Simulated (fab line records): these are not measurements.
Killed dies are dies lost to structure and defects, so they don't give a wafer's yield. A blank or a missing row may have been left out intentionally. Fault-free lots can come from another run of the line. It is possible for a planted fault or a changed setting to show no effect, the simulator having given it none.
Matching of chambers | flow nandHarc | rieDiel-01 running NHARC_A_CONTACT_DESCUM_74: 4 sister chambers
The step chemistry O2, time 3 s. 4 wafers are shown with their chamber, then 9 later ones without.

## EACH WAFER AND ITS CHAMBER
wafer  | chamber | drypumpMotorCurrentA (A)
L081.6 | 0       | 5.47
L083.1 | 2       | 6.11
L083.2 | 1       | 6.07
L083.4 | 3       | 5.69

## WAFERS WITHOUT THEIR CHAMBER
wafer  | drypumpMotorCurrentA (A)
L082.2 | 6.06
L082.4 | 6.11
L082.5 | 6.07
L088.3 | 5.47
L088.5 | 6.09
L088.6 | 5.46
L095.1 | 5.44
L095.3 | 6.09
L095.6 | 5.66

## WHICH CHAMBER EACH WENT THROUGH
wafer  | from the rows above     | in truth
L082.2 | 1                       | 1
L082.4 | 2                       | 2
L082.5 | 1                       | 1
L088.3 | 0                       | 0
L088.5 | can't be placed: 1 or 2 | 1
L088.6 | 0                       | 0
L095.1 | 0                       | 0
L095.3 | can't be placed: 1 or 2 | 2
L095.6 | 3                       | 3
Placed correctly: 7 of 9. Not placeable from these rows: 2 (in 2, the candidates include the true chamber). Placed wrongly: 0.
How it was worked out, from the rows above alone: a wafer's distance from a chamber is the root of the sum, over the readings, of the square of ((its reading less the chamber's mean) divided by the reading's scatter). If the next closest chamber is less than 2 further off than the closest, the wafer can't be placed; otherwise it belongs to the closest. A chamber's mean is the mean of its shown wafers. The scatter: root of mean squared gap, hidden wafer to nearest shown wafer, with one shown wafer a chamber.
